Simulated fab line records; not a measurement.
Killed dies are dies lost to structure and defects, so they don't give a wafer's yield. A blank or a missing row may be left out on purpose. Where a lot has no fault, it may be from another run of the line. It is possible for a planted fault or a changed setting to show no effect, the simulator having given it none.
fab line records + flow nand-harc + part 2 of 2: steps 5 to 6 of 6
[record]
- lots = 22
- wafers = 66
- last-day = 24
route steps=1159 shown A_STAIRCASE@693 A_SGD_CUT@758 A_SLIT@796
lots untouched by any fault: they come from a run of this same line in which no faults occurred
start-h: hours from the record's opening day to when the first of the lot's shown wafers began + wait-h: time in hours since the lot's previous step + " same as the row above + L1.1+2: several wafers, shown together as one row + - either no value or no given start + * or withheld: withheld + < > ~ a bound
route shown NAME@n: a module of which the file shows steps, and the number in the route of the first + usual: mean and standard deviation over wafers with no fault + same: alike in all rows + chamber/n: place in a boat + sites: per-site readings + _std_site: standard deviation across them + _edge_site: inner sites' mean taken away from outer sites' mean + radius-mm: how far each site lies from the wafer's centre + mask NAME#n: copy n + behind: the most recent tool/chamber to have shaped the wafer + hold: why the lot went on hold/how many hours it stayed there/how the hold came to an end + device: the n, p or np transistor that did not switch + end of line: at the end of the route, the tests of the same wafers + a step given without rows: its recipe and nothing more + killed: not the wafer's yield, but the dies lost to structure and defects at the first sort + map: shows each die of a wafer: x if killed, . if not, _ if none is there
set.NAME: setting as actually run; set.NAME@STEP: the setting as run at that earlier step + model.NAME: the simulator's own value behind a step, which no gauge read
one table for each step of the route and one row for each wafer, over a sample of lots
services: from which hour (start-h, from the record's first day; less than 0 if before it) a tool's chamber was out of use, for how many hours, and why
[[steps]]
[step NHARC_A_SGD_CUT_STRIP_28]
[recipe]
- time-s = 20
- o2-flow-sccm = 500
- ar-flow-sccm = 0
- bias-w = 0
- chemistry = O2
[usual]
- drypump-motor-current-A = 5.56/0.22
- oes-product-au = 0.998/0.0097
- rf-vpp-V = 57.7/0.94
- showerhead-plenum-p-Torr = 3.53/0.16
- throttle-valve-pct = 17.037/0.0091
| lot.wafer | tool        | chamber | start-h | wait-h | drypump-motor-current-A | oes-product-au | rf-hours-counter-h | rf-vpp-V | showerhead-plenum-p-Torr | throttle-valve-pct |
|-----------|-------------|---------|---------|--------|-------------------------|----------------|--------------------|----------|--------------------------|--------------------|
| L074.1    | rie-diel-09 | 1       | -       | -      | 5.73                    | 1.012          | 3                  | 58.6     | 3.76                     | 17.036             |
| L074.5    | "           | 1       | "       | "      | 5.73                    | 1.008          | -                  | 57.7     | 3.76                     | 17.042             |
| L074.6    | "           | 2       | "       | "      | 5.82                    | 0.984          | -                  | 57.4     | 3.32                     | 17.036             |
| L075.4    | rie-diel-06 | 1       | -       | -      | 5.85                    | 0.995          | 4                  | 59.0     | 3.78                     | 17.044             |
| L075.1    | "           | 2       | "       | "      | 5.38                    | 0.997          | 3                  | 57.9     | 3.48                     | 17.031             |
| L075.2    | "           | 3       | "       | "      | 5.37                    | 0.978          | 4                  | 58.6     | 3.71                     | 17.018             |
| L076.4    | rie-diel-09 | 1       | -       | -      | 5.72                    | 1.012          | 6                  | 59.0     | 3.76                     | 17.035             |
| L076.3    | "           | 3       | "       | "      | 5.56                    | 1.009          | 6                  | 56.9     | 3.37                     | 17.051             |
| L076.5    | "           | 2       | "       | "      | 5.82                    | 0.999          | -                  | 57.0     | 3.32                     | 17.045             |
| L079.4    | rie-diel-06 | 0       | -       | -      | 5.20                    | 0.994          | 5                  | 58.1     | 3.64                     | 17.025             |
| L079.1    | "           | 1       | "       | "      | 5.85                    | 0.981          | 5                  | 56.1     | 3.78                     | 17.033             |
| L079.5    | "           | 3       | "       | "      | 5.34                    | 0.997          | -                  | 57.5     | 3.71                     | 17.036             |
| L080.3    | rie-diel-06 | 1       | 345.54  | 0.1    | 5.86                    | 0.989          | 7                  | 59.3     | 3.78                     | 17.025             |
| L080.6    | "           | 2       | "       | "      | 5.38                    | 0.994          | -                  | 58.1     | 3.48                     | 17.032             |
| L080.5    | "           | 3       | "       | "      | 5.35                    | 0.998          | -                  | 57.0     | 3.71                     | 17.028             |
| L078.2    | rie-diel-11 | 3       | 346.26  | 0.8    | 5.91                    | 1.008          | 17                 | 55.6     | 3.44                     | 17.047             |
| L078.4    | "           | 1       | "       | "      | 5.52                    | 0.987          | -                  | 57.6     | 3.51                     | 17.028             |
| L078.5    | "           | 2       | "       | "      | 5.55                    | 0.991          | -                  | 57.3     | 3.38                     | 17.051             |
| L081.4    | rie-diel-09 | 0       | -       | -      | 5.40                    | 0.992          | 9                  | 56.9     | 3.57                     | 17.054             |
| L081.3    | "           | 3       | "       | "      | 5.55                    | 1.006          | 9                  | 58.0     | 3.37                     | 17.036             |
| L081.6    | "           | 0       | "       | "      | 5.41                    | 0.996          | -                  | 57.4     | 3.57                     | 17.044             |
| L082.3    | rie-diel-06 | 0       | -       | -      | 5.18                    | 1.000          | 8                  | 58.3     | 3.63                     | 17.041             |
| L082.2    | "           | 1       | "       | "      | 5.85                    | 0.985          | 8                  | 58.4     | 3.78                     | 17.036             |
| L082.6    | "           | 2       | "       | "      | 5.38                    | 0.991          | -                  | 59.1     | 3.48                     | 17.027             |
| L086.2    | rie-diel-11 | 0       | -       | -      | 5.38                    | 1.014          | 1                  | 56.7     | 3.35                     | 17.043             |
| L086.3    | "           | 1       | "       | "      | 5.50                    | 1.009          | 1                  | 56.7     | 3.51                     | 17.047             |
| L086.4    | "           | 3       | "       | "      | 5.90                    | 1.015          | 1                  | 59.0     | 3.43                     | 17.013             |
| L087.1    | rie-diel-09 | 0       | -       | -      | 5.40                    | 0.986          | 12                 | 55.8     | 3.57                     | 17.038             |
| L087.3    | "           | 1       | "       | "      | 5.73                    | 1.009          | 12                 | 57.4     | 3.76                     | 17.035             |
| L087.2    | "           | 2       | "       | "      | 5.85                    | 0.996          | 12                 | 58.8     | 3.31                     | 17.046             |
| L084.1    | rie-diel-11 | 0       | 398.62  | 0.1    | 5.40                    | 0.997          | 3                  | 58.3     | 3.35                     | 17.029             |
| L084.2    | "           | 1       | "       | "      | 5.50                    | 0.996          | 3                  | 58.8     | 3.51                     | 17.044             |
| L084.5    | "           | 0       | "       | "      | 5.41                    | 1.000          | -                  | 57.3     | 3.35                     | 17.030             |
| L085.4    | rie-diel-06 | 2       | -       | -      | 5.37                    | 0.998          | 10                 | 59.7     | 3.48                     | 17.037             |
| L085.3    | "           | 3       | "       | "      | 5.37                    | 0.990          | 10                 | 58.6     | 3.71                     | 17.028             |
| L085.1    | "           | 0       | "       | "      | 5.18                    | 1.006          | 10                 | 57.4     | 3.63                     | 17.034             |
| L088.2    | rie-diel-09 | 2       | -       | -      | 5.80                    | 0.994          | 13                 | 57.2     | 3.31                     | 17.025             |
| L088.3    | "           | 3       | "       | "      | 5.54                    | 1.006          | 14                 | 57.2     | 3.36                     | 17.033             |
| L088.6    | "           | 2       | "       | "      | 5.83                    | 1.004          | -                  | 56.9     | 3.31                     | 17.028             |
| L092.2    | rie-diel-06 | 1       | -       | -      | 5.85                    | 0.994          | 12                 | 57.0     | 3.77                     | 17.028             |
| L092.4    | "           | 2       | "       | "      | 5.36                    | 1.003          | 11                 | 58.0     | 3.48                     | 17.044             |
| L092.5    | "           | 1       | "       | "      | 5.85                    | 0.995          | -                  | 58.8     | 3.77                     | 17.045             |
| L089.4    | rie-diel-11 | 0       | -       | -      | 5.41                    | 1.003          | 5                  | 58.0     | 3.35                     | 17.036             |
| L089.2    | "           | 3       | "       | "      | 5.92                    | 0.993          | 5                  | 57.2     | 3.43                     | 17.046             |
| L089.5    | "           | 0       | "       | "      | 5.41                    | 0.998          | -                  | 56.8     | 3.35                     | 17.023             |
| L090.2    | rie-diel-06 | 1       | -       | -      | 5.87                    | 1.006          | 12                 | 58.5     | 3.77                     | 17.056             |
| L090.3    | "           | 3       | "       | "      | 5.32                    | 0.988          | 12                 | 57.1     | 3.70                     | 17.042             |
| L090.6    | "           | 1       | "       | "      | 5.85                    | 1.012          | -                  | 58.6     | 3.77                     | 17.040             |
| L091.4    | rie-diel-09 | 1       | -       | -      | 5.73                    | 1.011          | 13                 | 58.1     | 3.75                     | 17.046             |
| L091.3    | "           | 2       | "       | "      | 5.80                    | 0.999          | 13                 | 57.1     | 3.31                     | 17.020             |
| L091.6    | "           | 0       | "       | "      | 5.39                    | 0.991          | -                  | 58.1     | 3.57                     | 17.045             |
| L093.2    | rie-diel-11 | 0       | -       | -      | 5.41                    | 1.006          | 6                  | 57.0     | 3.35                     | 17.056             |
| L093.3    | "           | 1       | "       | "      | 5.49                    | 0.989          | 6                  | 57.7     | 3.51                     | 17.021             |
| L093.5    | "           | 1       | "       | "      | 5.50                    | 0.993          | -                  | 58.6     | 3.51                     | 17.035             |
| L094.4    | rie-diel-11 | 1       | -       | -      | 5.50                    | 1.000          | 9                  | 57.3     | 3.50                     | 17.024             |
| L094.1    | "           | 2       | "       | "      | 5.59                    | 0.980          | 7                  | 56.7     | 3.37                     | 17.048             |
| L094.6    | "           | 2       | "       | "      | 5.60                    | 0.981          | -                  | 57.0     | 3.37                     | 17.021             |
| L095.4    | rie-diel-06 | 1       | -       | -      | 5.86                    | 0.988          | 1                  | 57.9     | 3.77                     | 17.036             |
| L095.1    | "           | 2       | "       | "      | 5.36                    | 0.977          | 2                  | 58.1     | 3.48                     | 17.038             |
| L095.6    | "           | 1       | "       | "      | 5.85                    | 0.989          | -                  | 59.2     | 3.77                     | 17.039             |
| L096.4    | rie-diel-11 | 3       | -       | -      | 5.90                    | 0.995          | 8                  | 56.6     | 3.43                     | 17.037             |
| L096.1    | "           | 0       | "       | "      | 5.40                    | 0.995          | 9                  | 57.0     | 3.35                     | 17.039             |
| L096.6    | "           | 0       | "       | "      | 5.39                    | 1.003          | -                  | 58.3     | 3.35                     | 17.026             |
| L097.1    | rie-diel-09 | 1       | -       | -      | 5.72                    | 1.002          | 1                  | 58.7     | 3.75                     | 17.016             |
| L097.4    | "           | 2       | "       | "      | 5.83                    | 0.992          | 1                  | 55.4     | 3.31                     | 17.036             |
| L097.6    | "           | 1       | "       | "      | 5.71                    | 1.001          | -                  | 58.8     | 3.75                     | 17.028             |
[step NHARC_A_SLIT_ETCH_17]
[recipe]
- bias-v = 900
- source-w = withheld
- pressure-mtorr = 20
- ar-flow-sccm = 375
- c4f8-flow-sccm = 83.3
- o2-flow-sccm = 41.7
- time-s = 1687.5
- target-depth-a = 1.01e+05
- chemistry = C4F8/O2/Ar
[usual]
- drypump-motor-current-A = 5.89/0.23
- showerhead-plenum-p-Torr = 3.60/0.058
- throttle-valve-pct = 32.045/0.0096
| lot.wafer | tool        | chamber | start-h | wait-h | drypump-motor-current-A | rf-hours-counter-h | showerhead-plenum-p-Torr | throttle-valve-pct |
|-----------|-------------|---------|---------|--------|-------------------------|--------------------|--------------------------|--------------------|
| L074.1    | har-etch-02 | 0       | 323.69  | -      | 5.79                    | 168                | 3.55                     | 32.037             |
| L074.6    | "           | 1       | "       | "      | 6.24                    | -                  | 3.63                     | 32.046             |
| L074.5    | "           | 0       | "       | "      | 5.79                    | -                  | 3.55                     | 32.062             |
| L075.2    | har-etch-02 | 1       | 325.13  | -      | 6.28                    | 170                | 3.63                     | 32.037             |
| L075.1    | "           | 0       | "       | "      | 5.79                    | 170                | 3.55                     | 32.041             |
| L075.4    | "           | 0       | "       | "      | 5.77                    | -                  | 3.55                     | 32.034             |
| L076.3    | har-etch-01 | 1       | 338.91  | -      | 5.70                    | -                  | 3.71                     | 32.035             |
| L076.4    | "           | 0       | "       | "      | 5.73                    | -                  | 3.59                     | 32.043             |
| L076.5    | "           | 1       | "       | "      | 5.69                    | -                  | 3.71                     | 32.051             |
| L079.1    | har-etch-02 | 1       | 339.46  | -      | 6.23                    | 178                | 3.63                     | 32.040             |
| L079.4    | "           | 0       | "       | "      | 5.78                    | -                  | 3.55                     | 32.037             |
| L079.5    | "           | 1       | "       | "      | 6.23                    | -                  | 3.63                     | 32.043             |
| L080.3    | har-etch-01 | 1       | 350.46  | -      | 5.71                    | -                  | 3.71                     | 32.037             |
| L080.6    | "           | 0       | "       | "      | 5.76                    | -                  | 3.59                     | 32.043             |
| L080.5    | "           | 1       | "       | "      | 5.69                    | -                  | 3.71                     | 32.051             |
| L078.2    | har-etch-02 | 0       | 356.49  | -      | 5.79                    | 183                | 3.55                     | 32.054             |
| L078.4    | "           | 1       | "       | "      | 6.27                    | -                  | 3.62                     | 32.039             |
| L078.5    | "           | 0       | "       | "      | 5.80                    | -                  | 3.55                     | 32.057             |
| L081.4    | har-etch-01 | 1       | 363.38  | -      | 5.69                    | -                  | 3.71                     | 32.039             |
| L081.3    | "           | 0       | "       | "      | 5.71                    | -                  | 3.59                     | 32.026             |
| L081.6    | "           | 0       | "       | "      | 5.72                    | -                  | 3.59                     | 32.056             |
| L082.2    | har-etch-02 | 1       | 379.83  | -      | 6.27                    | 193                | 3.62                     | 32.056             |
| L082.3    | "           | 0       | "       | "      | 5.79                    | -                  | 3.54                     | 32.035             |
| L082.6    | "           | 0       | "       | "      | 5.78                    | -                  | 3.54                     | 32.042             |
| L086.2    | har-etch-01 | 1       | 391.36  | -      | 5.70                    | 34                 | 3.70                     | 32.052             |
| L086.4    | "           | 1       | "       | "      | 5.69                    | -                  | 3.70                     | 32.056             |
| L086.3    | "           | 0       | "       | "      | 5.70                    | -                  | 3.58                     | 32.054             |
| L087.1    | har-etch-02 | 0       | 402.76  | -      | 5.78                    | 206                | 3.53                     | 32.043             |
| L087.2    | "           | 1       | "       | "      | 6.27                    | 206                | 3.61                     | 32.055             |
| L087.3    | "           | 0       | "       | "      | 5.79                    | -                  | 3.53                     | 32.065             |
| L084.1    | har-etch-01 | 1       | 403.76  | -      | 5.68                    | 39                 | 3.70                     | 32.051             |
| L084.2    | "           | 0       | "       | "      | 5.72                    | 39                 | 3.58                     | 32.035             |
| L084.5    | "           | 0       | 405.01  | -      | 5.70                    | -                  | 3.58                     | 32.030             |
| L085.1    | har-etch-02 | 0       | 404.68  | -      | 5.79                    | 207                | 3.53                     | 32.043             |
| L085.4    | "           | 1       | "       | "      | 6.24                    | -                  | 3.61                     | 32.052             |
| L085.3    | "           | 0       | "       | "      | 5.81                    | -                  | 3.53                     | 32.063             |
| L088.2    | har-etch-01 | 1       | 419.72  | -      | 5.69                    | 44                 | 3.69                     | 32.051             |
| L088.3    | "           | 1       | "       | "      | 5.70                    | -                  | 3.69                     | 32.035             |
| L088.6    | "           | 0       | "       | "      | 5.75                    | -                  | 3.58                     | 32.027             |
| L092.2    | har-etch-02 | 0       | 420.62  | -      | 5.79                    | 213                | 3.53                     | 32.021             |
| L092.4    | "           | 1       | "       | "      | 6.19                    | -                  | 3.61                     | 32.041             |
| L092.5    | "           | 0       | "       | "      | 5.80                    | -                  | 3.53                     | 32.049             |
| L089.2    | har-etch-01 | 0       | 421.43  | -      | 5.74                    | 46                 | 3.58                     | 32.057             |
| L089.4    | "           | 0       | "       | "      | 5.72                    | -                  | 3.58                     | 32.034             |
| L089.5    | "           | 0       | "       | "      | 5.72                    | -                  | 3.58                     | 32.045             |
| L090.2    | har-etch-02 | 1       | 422.05  | -      | 6.23                    | 214                | 3.61                     | 32.040             |
| L090.3    | "           | 1       | "       | "      | 6.24                    | -                  | 3.61                     | 32.047             |
| L090.6    | "           | 0       | "       | "      | 5.77                    | -                  | 3.53                     | 32.045             |
| L091.4    | har-etch-01 | 1       | 423.62  | -      | 5.70                    | -                  | 3.69                     | 32.042             |
| L091.3    | "           | 0       | "       | "      | 5.71                    | -                  | 3.58                     | 32.045             |
| L091.6    | "           | 0       | "       | "      | 5.71                    | -                  | 3.58                     | 32.038             |
| L093.2    | har-etch-02 | 1       | 428.12  | -      | 6.21                    | 216                | 3.61                     | 32.066             |
| L093.3    | "           | 1       | "       | "      | 6.26                    | -                  | 3.61                     | 32.046             |
| L093.5    | "           | 1       | "       | "      | 6.22                    | -                  | 3.61                     | 32.050             |
| L094.1    | har-etch-01 | 1       | 447.54  | -      | 5.70                    | 61                 | 3.68                     | 32.059             |
| L094.4    | "           | 0       | "       | "      | 5.73                    | -                  | 3.57                     | 32.047             |
| L094.6    | "           | 0       | "       | "      | 5.73                    | -                  | 3.57                     | 32.040             |
| L095.1    | har-etch-02 | 1       | 447.97  | -      | 6.23                    | 229                | 3.60                     | 32.027             |
| L095.4    | "           | 1       | "       | "      | 6.21                    | -                  | 3.60                     | 32.037             |
| L095.6    | "           | 1       | "       | "      | 6.22                    | -                  | 3.60                     | 32.048             |
| L096.1    | har-etch-02 | 0       | 455.36  | -      | 5.80                    | 231                | 3.52                     | 32.032             |
| L096.4    | "           | 0       | "       | "      | 5.80                    | -                  | 3.52                     | 32.033             |
| L096.6    | "           | 0       | "       | "      | 5.80                    | -                  | 3.52                     | 32.057             |
| L097.1    | har-etch-02 | 0       | 457.02  | -      | 5.79                    | 232                | 3.52                     | 32.034             |
| L097.4    | "           | 0       | "       | "      | 5.79                    | -                  | 3.52                     | 32.051             |
| L097.6    | "           | 1       | "       | "      | 6.20                    | -                  | 3.60                     | 32.048             |
[[services]]
| tool        | chamber | start-h | hours | kind   |
|-------------|---------|---------|-------|--------|
| rie-diel-01 | 3       | 240.27  | 4.8   | repair |
| rie-diel-01 | 2       | 241.03  | 3.9   | repair |
| rie-diel-06 | -       | 241.20  | 9.0   | pm     |
| rie-diel-02 | 1       | 250.78  | 36.2  | repair |
| rie-diel-09 | -       | 254.10  | 9.0   | pm     |
| rie-diel-11 | 2       | 269.01  | 1.4   | repair |
| rie-diel-08 | -       | 301.86  | 9.0   | pm     |
| har-etch-02 | -       | 303.85  | 1.7   | repair |
| rie-diel-02 | 0       | 307.41  | 9.1   | repair |
| rie-diel-11 | 1       | 307.55  | 3.0   | repair |
| rie-diel-02 | -       | 327.83  | 9.0   | pm     |
| har-etch-02 | -       | 330.15  | 1.8   | repair |
| rie-diel-06 | 0       | 338.80  | 14.1  | repair |
| rie-diel-11 | 0       | 340.44  | 14.4  | repair |
| rie-diel-09 | 0       | 344.56  | 1.3   | repair |
| rie-diel-11 | -       | 366.98  | 9.0   | pm     |
| rie-diel-11 | 2       | 391.38  | 7.8   | repair |
| rie-diel-02 | 3       | 399.67  | 4.1   | repair |
| rie-diel-06 | -       | 418.20  | 9.0   | pm     |
| rie-diel-09 | 2       | 425.96  | 4.0   | repair |
| rie-diel-02 | 2       | 426.52  | 13.5  | repair |
| rie-diel-09 | -       | 431.13  | 9.0   | pm     |
| rie-diel-06 | 0       | 432.96  | 1.4   | repair |
| rie-diel-06 | 1       | 448.11  | 5.5   | repair |
